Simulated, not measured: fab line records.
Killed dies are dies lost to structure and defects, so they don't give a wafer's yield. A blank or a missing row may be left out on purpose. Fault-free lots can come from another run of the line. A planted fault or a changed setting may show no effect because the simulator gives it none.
Matching of chambers    flow n5_finfet    N5_BEOL_M8_CMP_52 on cmp-03 has 4 sister chambers
The step polishes, stops on SiCOH lowk, t overpolish 6.9 s, target thk 80 nm. 22 wafers are shown with their chamber, then 11 later ones without.

## EACH WAFER AND ITS CHAMBER
wafer   chamber  time_to_endpoint_s (s)  motor_current_A (A)  barrier_field_endpoint_s (s)
L075.1  2        66                      6.0                  28.6
L075.2  1        60                      6.3                  28.0
L075.6  2        68                      6.4                  29.6
L081.1  2        66                      5.9                  29.8
L081.2  0        63                      5.9                  28.3
L081.5  0        60                      6.1                  28.7
L083.1  1        58                      6.0                  27.9
L083.3  3        64                      6.9                  29.3
L083.5  1        58                      6.7                  28.9
L083.2  2        65                      5.8                  28.8
L083.4  0        63                      5.8                  29.5
L083.6  2        64                      5.9                  29.1
L082.2  0        65                      5.7                  28.6
L082.5  2        69                      6.3                  29.8
L082.6  3        66                      6.6                  30.1
L086.3  2        64                      6.0                  27.6
L086.5  0        64                      5.8                  28.0
L086.6  1        59                      6.8                  27.6
L088.2  2        63                      6.1                  29.7
L088.3  0        61                      5.7                  28.0
L088.6  1        60                      6.6                  29.0
L087.2  0        63                      6.0                  27.9

SIGNATURES (averages over the wafers above)
reading                   chamber 0  chamber 1  chamber 2  chamber 3  scatter within a chamber
time_to_endpoint_s        62.71      59.00      65.62      65.00      1.72
motor_current_A           5.857      6.480      6.050      6.750      0.225
barrier_field_endpoint_s  28.429     28.280     29.125     29.700     0.667
Rule: distance of a wafer from a chamber = root of the sum over the readings of ((wafer's reading minus chamber's mean) / reading's scatter) squared. The wafer belongs to the nearest chamber; if the next one is less than 2 further off, it can't be placed. How the scatter is found: for the shown wafers, subtract from each reading the mean of its chamber, square and add these, divide the total by (wafers less chambers), then take the root.

## WAFERS WITHOUT THEIR CHAMBER
wafer   time_to_endpoint_s (s)  motor_current_A (A)  barrier_field_endpoint_s (s)
L087.4  63                      6.6                  29.0
L087.5  57                      6.6                  28.1
L092.2  61                      5.8                  28.7
L092.4  59                      6.6                  29.6
L092.5  64                      5.8                  30.7
L095.4  69                      6.1                  30.0
L095.5  60                      6.6                  27.7
L095.6  64                      5.8                  29.4
L096.2  65                      6.8                  29.9
L096.3  59                      6.4                  28.4
L096.5  62                      7.0                  28.7

## WHICH CHAMBER EACH WENT THROUGH
wafer   from the rows above                in truth
L087.4  can't be placed: 3 or 1 or 2 or 0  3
L087.5  1                                  1
L092.2  can't be placed: 0 or 2            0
L092.4  can't be placed: 1 or 3            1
L092.5  can't be placed: 2 or 0 or 3       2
L095.4  can't be placed: 2 or 3            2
L095.5  1                                  1
L095.6  can't be placed: 2 or 0            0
L096.2  3                                  3
L096.3  1                                  1
L096.5  can't be placed: 3 or 1            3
Correctly placed: 4 of 11. Unplaceable from these rows: 7, with the true chamber sitting among the candidates in 7. Number placed wrongly: 0.
